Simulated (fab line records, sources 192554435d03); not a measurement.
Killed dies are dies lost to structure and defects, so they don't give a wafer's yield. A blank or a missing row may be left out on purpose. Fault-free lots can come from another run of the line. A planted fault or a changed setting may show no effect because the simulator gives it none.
Code-filled problem report in 8D (eight disciplines) form + flow n5 finfet + the parts of the form that need people (team, actions taken, sign-off) are left out

1. PROBLEM STATEMENT
Across 6 wafers from 2 lots, M15_ILD_THK at N5_BEOL_M15_THK_MEAS_01 averages 1334 nm, while fault-free wafers read 1631 nm with a standard deviation of 27. That is -11 standard deviations from the usual mean.
The first sign was on wafer L465.1 at day 16 13:35, on film metro-02. Wafers with a number at this step in the record: 26, from 10 lots. Rule for "out", or "out of limits": more than 4 standard deviations from the usual mean. All remaining wafers that have a number are taken as sound.

2. WHAT IT IS, WHAT IT ISN'T
| question                    | is                           | is not                                                              |
|-----------------------------|------------------------------|---------------------------------------------------------------------|
| which readings at this step | M15_ILD_THK                  | -                                                                   |
| which lots                  | L465, L466                   | L447, L448, L449, L450, L453, L454, L459, L468                      |
| which wafers of those lots  | all that have a number       | -                                                                   |
| read on which gauges        | film metro-01, film metro-02 | -                                                                   |
| when                        | from day 16 13:35            | up to then (18 sound wafers); but 2 sound wafers of L468 came after |

3. WHAT RULES OUT EACH SUSPECT
Counting: any tool at a process step up to the reading is kept as a suspect provided that every lot that is out went through it and no sound lot did after the first of them.
- the gauge at N5_BEOL_M15_THK_MEAS_01 is ruled out. The wafers that are out were read on 2 gauges (film metro-01, film metro-02).
- pvd sputter-02 at N5_BEOL_M14_PRE_CLEAN_42 (time 30 s): kept. Every lot that is out went through it, starting with L465 (day 16 12:03), and after that it ran no sound lot; the last sound lot it ran before then is L454 (day 13 16:16).
- pvd sputter-02 at N5_BEOL_M14_SPUTTER_44 (material Ta, target thk 15 nm, time 24.19 s): kept. Every lot that is out went through it, starting with L465 (day 16 12:10), and after that it ran no sound lot; the last sound lot it ran before then is L454 (day 13 16:23).
- pvd sputter-02 at N5_BEOL_M14_SPUTTER_45 (material Cu, target thk 100 nm, time 16.67 s): kept. Every lot that is out went through it, starting with L465 (day 16 12:15), and after that it ran no sound lot; the last sound lot it ran before then is L454 (day 13 16:28).
- pecvd-04 at N5_BEOL_M15_ILD_DEP_00 (deposits SiO2 from TEOS/O2, target thk 1629.3 nm, time 346.1 s): kept. Every lot that is out went through it, starting with L465 (day 16 13:20), and after that it ran no sound lot; the last sound lot it ran before then is L459 (day 15 02:56).
Left after counting: pvd sputter-02 at N5_BEOL_M14_PRE_CLEAN_42, pvd sputter-02 at N5_BEOL_M14_SPUTTER_44, pvd sputter-02 at N5_BEOL_M14_SPUTTER_45, pecvd-04 at N5_BEOL_M15_ILD_DEP_00.

4. THE CAUSE (what the simulator had put in)
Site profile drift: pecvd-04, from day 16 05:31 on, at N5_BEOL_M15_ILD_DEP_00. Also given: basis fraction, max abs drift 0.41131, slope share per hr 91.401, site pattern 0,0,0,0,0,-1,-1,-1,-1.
This tool is one of the 4 suspects left after counting.

5. SEQUENCE OF EFFECTS, ordered by route
Each row: a reading whose mean over the struck wafers that have a number lies more than 3 standard deviations from the usual. Only readings for which the record gives a usual standard deviation are gone through. hours: the time from each lot's start at the first step in this table that gives one to its start at this step, as a median over the lots. sigmas: the change in usual standard deviations.
| hours | step                    | reading              | usual   | on struck wafers | change | sigmas |
|-------|-------------------------|----------------------|---------|------------------|--------|--------|
| 0     | N5_BEOL_M15_THK_MEAS_01 | M15_ILD_THK          | 1631 nm | 1334             | -297   | -11    |
| 23    | N5_PASSIVATION_PROBE_49 | defect limited yield | 91.4 %  | 62.6             | -28.8  | -19    |
| 23    | N5_PASSIVATION_PROBE_49 | killed_at_M4_up      | 14      | 358              | +344   | +63    |
| 23    | N5_PASSIVATION_PROBE_49 | killed dies          | 101     | 441              | +340   | +20    |
| 23    | N5_PASSIVATION_PROBE_49 | sort_bin_5_function  | 5.0 %   | 34.0             | +29.0  | +29    |
| 23    | N5_PASSIVATION_PROBE_49 | sort n pass          | 1079    | 739              | -340   | -20    |
| 23    | N5_PASSIVATION_PROBE_49 | sort yield pct       | 91.4 %  | 62.6             | -28.8  | -19    |
It contains these process steps:
- N5_PASSIVATION_PROBE_49

6. WHAT WOULD HAVE CAUGHT IT SOONER
In this record the first reading out of limits at a measuring or inspecting step was taken at day 16 13:35, 8 hours after the fault began at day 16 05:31.
Tool readings at N5_BEOL_M15_ILD_DEP_00 with a usual standard deviation given in the record: none out on any struck wafer, hence no alarm at a limit of 4 standard deviations on them.
Among the 2 lots that are out, L466 began N5_BEOL_M15_ILD_DEP_00 on pecvd-04 after day 16 13:35. Putting the tool on hold at that point would have spared it.
